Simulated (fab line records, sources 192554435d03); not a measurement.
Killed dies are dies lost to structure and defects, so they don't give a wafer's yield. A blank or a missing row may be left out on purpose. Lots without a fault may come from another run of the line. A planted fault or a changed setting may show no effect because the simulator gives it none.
Chamber matching | flow n5_finfet | N5_BEOL_M0_ALD_136 on ald_metal-04: 4 sister chambers
The step deposits TaN, pulse time 2 s, purge time 3 s, co reactant purge time 2 s. 8 wafers are shown with their chamber, then 12 later ones without.

WAFERS WITH THEIR CHAMBER
wafer  | chamber | heater_power_w (W)
L085.1 | 3       | 430
L088.5 | 2       | 401
L089.3 | 0       | 434
L089.5 | 1       | 375
L089.6 | 0       | 432
L090.1 | 2       | 387
L090.4 | 1       | 380
L090.5 | 3       | 419

WAFERS WITHOUT THEIR CHAMBER
wafer  | heater_power_w (W)
L091.2 | 402
L091.3 | 426
L091.4 | 436
L092.2 | 390
L092.5 | 415
L092.6 | 430
L094.1 | 444
L094.4 | 377
L094.6 | 385
L096.3 | 399
L096.4 | 390
L096.5 | 394

WHICH CHAMBER EACH WENT THROUGH
wafer  | from the rows above          | in truth
L091.2 | 2                            | 2
L091.3 | can't be placed: 3 or 0      | 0
L091.4 | can't be placed: 0 or 3      | 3
L092.2 | can't be placed: 2 or 1      | 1
L092.5 | can't be placed: 3 or 0 or 2 | 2
L092.6 | can't be placed: 0 or 3      | 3
L094.1 | can't be placed: 0 or 3      | 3
L094.4 | 1                            | 1
L094.6 | can't be placed: 1 or 2      | 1
L096.3 | 2                            | 2
L096.4 | can't be placed: 2 or 1      | 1
L096.5 | 2                            | 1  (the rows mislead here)
Placed correctly: 3 of 12. Can't be placed from these rows: 8 (the true chamber is among the candidates in 8). Placed wrongly: 1.
How it was worked out, from the rows above alone: a wafer's distance from a chamber is the root of the sum, over the readings, of the square of ((its reading less the chamber's mean) divided by the reading's scatter). The wafer belongs to the nearest chamber; if the next one is less than 2 further off, it can't be placed. A chamber's mean is the mean of its shown wafers. The scatter: the root of (the sum of the squares of (reading less its chamber's mean) over the shown wafers, divided by (wafers less chambers)).
